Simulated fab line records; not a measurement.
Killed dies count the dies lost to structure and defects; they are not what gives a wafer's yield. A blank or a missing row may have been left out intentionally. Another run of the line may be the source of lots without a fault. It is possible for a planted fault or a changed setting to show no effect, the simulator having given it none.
Matching of chambers | flow n5_finfet | N5_BEOL_M14_TRENCH_ETCH_34 on rie_diel-04: 4 sister chambers
The step etches SiO2 in C4F8/O2/Ar, target depth 556.65 nm, time 126.9 s. 8 wafers are shown with their chamber, then 9 later ones without.

## WAFERS PAIRED WITH THEIR CHAMBERS
wafer  | chamber | showerhead_plenum_p_Torr (Torr) | drypump_motor_current_A (A)
L077.2 | 0       | 3.53                            | 5.7
L081.2 | 1       | 3.25                            | 5.8
L081.3 | 2       | 3.36                            | 6.3
L082.1 | 2       | 3.36                            | 6.3
L082.5 | 3       | 3.45                            | 5.0
L086.1 | 0       | 3.53                            | 5.7
L086.2 | 3       | 3.44                            | 5.1
L086.4 | 1       | 3.24                            | 5.9

## WAFERS WITHOUT THEIR CHAMBER
wafer  | showerhead_plenum_p_Torr (Torr) | drypump_motor_current_A (A)
L085.3 | 3.35                            | 6.3
L085.4 | 3.24                            | 5.9
L085.5 | 3.53                            | 5.7
L092.1 | 3.35                            | 6.3
L092.2 | 3.43                            | 5.1
L092.5 | 3.35                            | 6.3
L096.3 | 3.51                            | 5.8
L096.5 | 3.51                            | 5.8
L096.6 | 3.34                            | 6.3

## CHAMBER TAKEN BY EACH
wafer  | from the rows above | in truth
L085.3 | 2                   | 2
L085.4 | 1                   | 1
L085.5 | 0                   | 0
L092.1 | 2                   | 2
L092.2 | 3                   | 3
L092.5 | 2                   | 2
L096.3 | 0                   | 0
L096.5 | 0                   | 0
L096.6 | 2                   | 2
Correct placement for 9 of the 9. Can't be placed from these rows: 0. 0 placed wrongly.
How it was worked out, from the rows above alone: a wafer's distance from a chamber is the root of the sum, over the readings, of the square of ((its reading less the chamber's mean) divided by the reading's scatter). The wafer belongs to the nearest chamber; if the next one is less than 2 further off, it can't be placed. The mean given for a chamber averages the wafers shown for that chamber. How the scatter is found: for the shown wafers, subtract from each reading the mean of its chamber, square and add these, divide the total by (wafers less chambers), then take the root.
